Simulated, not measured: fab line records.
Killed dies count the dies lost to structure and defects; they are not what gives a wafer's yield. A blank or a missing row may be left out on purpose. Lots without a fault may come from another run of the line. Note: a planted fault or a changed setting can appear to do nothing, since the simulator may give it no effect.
Split-lot trial    flow n5 finfet    21 wafers read from 7 lots, route of 1938 steps

== THE SPLIT ==
At N5_FIN_CUT_COAT_19 (time 60 s, resist thk 20 nm), the setting spin rpm was moved away from the recipe's 1500 rpm on 9 of the 21 wafers read, by +6.5% to +10.9%. This setting was run at the recipe's value on the other wafers.

== FROM THE SPLIT TO THE READING: what the file shows between them, 5 steps ==
- N5_FIN_CUT_COAT_29: time 60 s, resist thk 10 nm
- N5_FIN_CUT_COAT_02: resist thk 30 nm
- N5_FIN_CUT_DESCUM_13: chemistry O2, time 7 s
- N5_FIN_CUT_ETCH_30: etches underlayer in N2/H2, target depth 13 nm, time 10.4 s
- N5_FIN_CUT_ETCH_20: etches SiARC in CF4, target depth 26 nm, time 43.3 s

== THE READING ==
SiARC_of_FIN_CUT_COAT_19.thk nm (the simulator's own value, which no gauge read), in nm, at N5_FIN_CUT_ETCH_21 (etches SOC in N2/H2, target depth 219 nm, overetch 43.8 nm, time 523.5 s). The file does not state a usual value for it. Here, 12 wafers ran the recipe; their average is 12.0 nm with a standard deviation of 0.15 nm.

wafer   tool, chamber at the split  spin rpm as run, rpm  against the recipe  SiARC_of_FIN_CUT_COAT_19.thk nm, nm  against lot-mates on the recipe
L074.2  litho track-05, 0           1500                  recipe              12                                   -
L074.4  litho track-05, 0           1625                  +8.3%               11.4                                 -0.7
L074.5  litho track-05, 0           1500                  recipe              12.2                                 -
L075.1  litho track-04, 0           1500                  recipe              12                                   -
L075.2  litho track-04, 0           1500                  recipe              12                                   -
L075.5  litho track-04, 0           1500                  recipe              11.8                                 -
L079.1  litho track-04, 0           1604                  +6.9%               11.2                                 no lot-mate on the recipe
L079.4  litho track-04, 0           1604                  +6.9%               11.2                                 no lot-mate on the recipe
L079.2  litho track-04, 0           1604                  +6.9%               11                                   no lot-mate on the recipe
L088.1  litho track-05, 0           1500                  recipe              11.8                                 -
L088.2  litho track-05, 0           1500                  recipe              11.8                                 -
L088.6  litho track-05, 0           1500                  recipe              12                                   -
L091.1  litho track-01, 0           1663                  +10.9%              11                                   -1.2
L091.5  litho track-01, 0           1663                  +10.9%              10.8                                 -1.4
L091.6  litho track-01, 0           1500                  recipe              12.2                                 -
L093.2  litho track-01, 0           1598                  +6.5%               11.2                                 no lot-mate on the recipe
L093.5  litho track-01, 0           1598                  +6.5%               11.2                                 no lot-mate on the recipe
L093.3  litho track-01, 0           1598                  +6.5%               11.4                                 no lot-mate on the recipe
L094.1  litho track-01, 0           1500                  recipe              12.2                                 -
L094.2  litho track-01, 0           1500                  recipe              11.8                                 -
L094.5  litho track-01, 0           1500                  recipe              12                                   -

FIT RESULTS
A straight line over all 21 wafers: SiARC_of_FIN_CUT_COAT_19.thk nm changes by -0.103 nm for each +1% of spin rpm; r = -0.94; the points scatter about the line by 0.16 nm.
The same after taking each lot's own level away (the mean of its wafers on the recipe; 15 wafers): -0.112 nm for each +1%; r = -0.96; scatter 0.14 nm.
The reading moves by 1.2 nm for the largest change in spin rpm, on that fit.
Measured against the standard deviation above, the lots' own levels, which go from 11.87 to 12.20 nm, span 2.2 times it.
So the lot-to-lot level changes the slope little: the two slopes agree.
Check: with one of the wafers moved furthest among these (+10.9%) left out of the fit, the line predicts -1.22 nm for it against its lot-mates. Against them it came out at -1.2 nm.

== ADDITIONAL SPLITS CARRIED BY THESE WAFERS ==
These wafers also went through other splits before the reading. Each is held against what the fit with the lots' levels taken away leaves over:
other split on the same wafers           wafers away from the commonest value  r with SiARC_of_FIN_CUT_COAT_19.thk nm (lot level and that fit taken away)
N5_ZERO_LAYER_COAT_05 spin rpm           5                                     +0.15
N5_ZERO_LAYER_DEVELOP_10 develop time s  6                                     +0.15
N5_WELL_APT_EXPOSE_22 dose mj            2                                     +0.41
N5_WELL_APT_PEB_23 peb time s            5                                     +0.22
N5_FIN_SAQP_SPACER1_ALD_24 ald cycles    9                                     -0.56

== THE WHOLE CHAIN: every reading that the file lists as answering this split, in the file's order ==
step                what it does                                                              reading                                                                           change (the file's fit)                 r (the file's)
N5_FIN_CUT_COAT_19  time 60 s, resist thk 20 nm                                               SiARC_of_FIN_CUT_COAT_19.thk nm (the simulator's own value, which no gauge read)  -0.0935 nm for each +1% of the setting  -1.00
N5_FIN_CUT_ETCH_20  etches SiARC in CF4, target depth 26 nm, time 43.3 s                      etch rf on time s                                                                 withheld for each +1% of the setting    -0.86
N5_FIN_CUT_ETCH_20  etches SiARC in CF4, target depth 26 nm, time 43.3 s                      etch.depth nm (the simulator's own value, which no gauge read)                    -0.0932 nm for each +1% of the setting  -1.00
N5_FIN_CUT_ETCH_21  etches SOC in N2/H2, target depth 219 nm, overetch 43.8 nm, time 523.5 s  SiARC_of_FIN_CUT_COAT_19.thk nm (the simulator's own value, which no gauge read)  -0.106 nm for each +1% of the setting   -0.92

== THE FILE'S OWN FIT ==
SiARC_of_FIN_CUT_COAT_19.thk nm changes by -0.106 nm for each +1% of spin rpm, r = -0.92.
